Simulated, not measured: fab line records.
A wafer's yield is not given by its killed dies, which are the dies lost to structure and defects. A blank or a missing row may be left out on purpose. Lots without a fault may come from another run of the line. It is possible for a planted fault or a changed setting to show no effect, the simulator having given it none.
Matching of chambers | flow nand_harc | NHARC_A_STAIRCASE_STRIP_476 on rie_diel-07: 4 sister chambers
The step strips in O2, time 20 s. 20 wafers are shown with their chamber, then 10 later ones without.

WAFERS WITH THEIR CHAMBER
wafer  | chamber | showerhead_plenum_p_Torr (Torr) | oes_product_au (a.u.) | rf_vpp_V (V)
L080.4 | 2       | 3.48                            | 1.002                 | 56.6
L080.5 | 1       | 3.45                            | 0.996                 | 58.0
L080.6 | 3       | 3.40                            | 1.006                 | 56.3
L081.2 | 2       | 3.48                            | 0.985                 | 58.0
L081.5 | 2       | 3.48                            | 1.000                 | 57.7
L081.6 | 1       | 3.44                            | 0.998                 | 57.5
L084.1 | 3       | 3.39                            | 1.008                 | 57.7
L084.2 | 2       | 3.48                            | 1.001                 | 58.4
L084.3 | 1       | 3.44                            | 1.003                 | 58.6
L084.4 | 0       | 3.71                            | 1.011                 | 58.4
L084.5 | 0       | 3.71                            | 1.007                 | 58.1
L084.6 | 1       | 3.44                            | 1.005                 | 56.3
L087.2 | 1       | 3.44                            | 0.999                 | 57.7
L087.4 | 2       | 3.47                            | 0.992                 | 57.5
L087.5 | 1       | 3.44                            | 1.007                 | 57.7
L090.1 | 1       | 3.43                            | 0.992                 | 56.6
L090.5 | 2       | 3.47                            | 0.989                 | 57.2
L090.6 | 3       | 3.38                            | 1.006                 | 57.5
L093.1 | 1       | 3.43                            | 0.997                 | 58.3
L093.2 | 3       | 3.37                            | 1.002                 | 56.7

SIGNATURES, as means of the wafers listed above
reading                  | chamber 0 | chamber 1 | chamber 2 | chamber 3 | scatter within a chamber
showerhead_plenum_p_Torr | 3.7100    | 3.4388    | 3.4767    | 3.3850    | 0.00759
oes_product_au           | 1.00900   | 0.99962   | 0.99483   | 1.00550   | 0.00535
rf_vpp_V                 | 58.250    | 57.587    | 57.567    | 57.050    | 0.694
Rule: for each reading, subtract the chamber's mean from the wafer's reading, divide by that reading's scatter and square the result; add these up over the readings and take the root, which gives the wafer's distance from the chamber. The wafer belongs to the nearest chamber; if the next one is less than 2 further off, it can't be placed. The scatter: the root of (the sum of the squares of (reading less its chamber's mean) over the shown wafers, divided by (wafers less chambers)).

WAFERS WITH NO CHAMBER GIVEN
wafer  | showerhead_plenum_p_Torr (Torr) | oes_product_au (a.u.) | rf_vpp_V (V)
L093.3 | 3.46                            | 0.999                 | 58.2
L093.4 | 3.69                            | 1.004                 | 58.0
L093.5 | 3.37                            | 1.000                 | 56.1
L093.6 | 3.46                            | 1.002                 | 57.4
L095.1 | 3.69                            | 1.005                 | 59.7
L095.2 | 3.45                            | 0.991                 | 57.1
L095.5 | 3.42                            | 1.003                 | 56.1
L097.2 | 3.68                            | 0.998                 | 58.9
L097.3 | 3.36                            | 1.001                 | 57.2
L097.5 | 3.45                            | 1.005                 | 57.3

CHAMBER TAKEN BY EACH
wafer  | from the rows above     | in truth
L093.3 | can't be placed: 2 or 1 | 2
L093.4 | 0                       | 0
L093.5 | 3                       | 3
L093.6 | can't be placed: 2 or 1 | 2
L095.1 | 0                       | 0
L095.2 | can't be placed: 1 or 2 | 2
L095.5 | can't be placed: 1 or 3 | 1
L097.2 | 0                       | 0
L097.3 | 3                       | 3
L097.5 | 1                       | 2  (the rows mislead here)
Placed correctly: 5 of 10. Unplaceable from these rows: 4, with the true chamber sitting among the candidates in 4. Wrongly placed: 1.
